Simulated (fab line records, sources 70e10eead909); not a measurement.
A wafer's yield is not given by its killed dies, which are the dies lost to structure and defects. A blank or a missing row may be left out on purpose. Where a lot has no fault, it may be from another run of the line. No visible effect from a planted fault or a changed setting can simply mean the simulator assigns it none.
Chamber matching | flow nand-harc | NHARC_A_CONTACT_ETCH_102 on rie-diel-13 has 4 sister chambers
The step etches the open film in CF4/O2, target depth 70 nm, overetch 7 nm, time 38.5 s. 27 wafers are shown with their chamber, then 12 later ones without.

EACH WAFER AND ITS CHAMBER
wafer  | chamber | drypump-motor-current-A (A) | showerhead-plenum-p-Torr (Torr) | oes-product-au (a.u.)
L074.1 | 1       | 5.2                         | 1.36                            | 1.012
L074.3 | 0       | 5.5                         | 1.34                            | 1.001
L074.6 | 2       | 6.0                         | 1.27                            | 1.019
L078.1 | 2       | 6.0                         | 1.27                            | 1.027
L078.3 | 1       | 5.2                         | 1.36                            | 1.022
L078.5 | 1       | 5.2                         | 1.36                            | 1.017
L079.2 | 2       | 6.0                         | 1.27                            | 1.022
L079.3 | 1       | 5.2                         | 1.36                            | 1.025
L079.4 | 0       | 5.5                         | 1.33                            | 1.003
L077.3 | 0       | 5.5                         | 1.33                            | 0.999
L077.5 | 0       | 5.6                         | 1.33                            | 0.980
L077.6 | 1       | 5.2                         | 1.36                            | 1.016
L080.1 | 3       | 6.2                         | 1.38                            | 0.999
L080.4 | 1       | 5.2                         | 1.35                            | 1.014
L080.5 | 3       | 6.2                         | 1.38                            | 0.997
L082.3 | 3       | 6.2                         | 1.38                            | 0.999
L082.5 | 1       | 5.2                         | 1.35                            | 1.024
L082.6 | 0       | 5.6                         | 1.33                            | 0.998
L084.1 | 0       | 5.6                         | 1.33                            | 0.998
L084.3 | 1       | 5.2                         | 1.35                            | 1.023
L084.6 | 1       | 5.2                         | 1.35                            | 1.018
L090.1 | 3       | 6.2                         | 1.38                            | 1.002
L090.3 | 1       | 5.2                         | 1.35                            | 1.015
L090.6 | 3       | 6.2                         | 1.38                            | 0.999
L091.3 | 3       | 6.2                         | 1.38                            | 1.021
L091.4 | 2       | 6.0                         | 1.26                            | 1.020
L091.5 | 2       | 6.0                         | 1.26                            | 1.016

SIGNATURES (means of the wafers above)
reading                  | chamber 0 | chamber 1 | chamber 2 | chamber 3 | scatter within a chamber
drypump-motor-current-A  | 5.550     | 5.200     | 6.000     | 6.200     | 0.0255
showerhead-plenum-p-Torr | 1.3317    | 1.3550    | 1.2660    | 1.3800    | 0.00444
oes-product-au           | 0.99650   | 1.01860   | 1.02080   | 1.00283   | 0.00663
Rule: a wafer lies at a distance from a chamber equal to the root of the sum of squares, over the readings, of (its reading less the chamber's mean, divided by the reading's scatter). If the next closest chamber is less than 2 further off than the closest, the wafer can't be placed; otherwise it belongs to the closest. The scatter: take each reading less its chamber's mean, square it, sum over the shown wafers, divide by the number of wafers less the number of chambers, and take the root.

WAFERS MISSING THEIR CHAMBER
wafer  | drypump-motor-current-A (A) | showerhead-plenum-p-Torr (Torr) | oes-product-au (a.u.)
L095.1 | 6.0                         | 1.26                            | 1.020
L095.2 | 5.2                         | 1.35                            | 1.013
L095.4 | 5.5                         | 1.33                            | 0.988
L092.2 | 5.3                         | 1.35                            | 1.022
L092.3 | 6.0                         | 1.26                            | 1.018
L092.5 | 5.2                         | 1.35                            | 1.018
L093.4 | 5.6                         | 1.33                            | 0.979
L093.5 | 5.2                         | 1.35                            | 1.014
L093.6 | 6.0                         | 1.26                            | 1.023
L097.1 | 6.0                         | 1.26                            | 1.016
L097.2 | 5.2                         | 1.35                            | 1.019
L097.6 | 5.2                         | 1.35                            | 1.005

WHICH CHAMBER EACH WENT THROUGH
wafer  | from the rows above | in truth
L095.1 | 2                   | 2
L095.2 | 1                   | 1
L095.4 | 0                   | 0
L092.2 | 1                   | 1
L092.3 | 2                   | 2
L092.5 | 1                   | 1
L093.4 | 0                   | 0
L093.5 | 1                   | 1
L093.6 | 2                   | 2
L097.1 | 2                   | 2
L097.2 | 1                   | 1
L097.6 | 1                   | 1
Correctly placed: 12 of 12. Left unplaced by these rows: 0. Wrongly placed: 0.
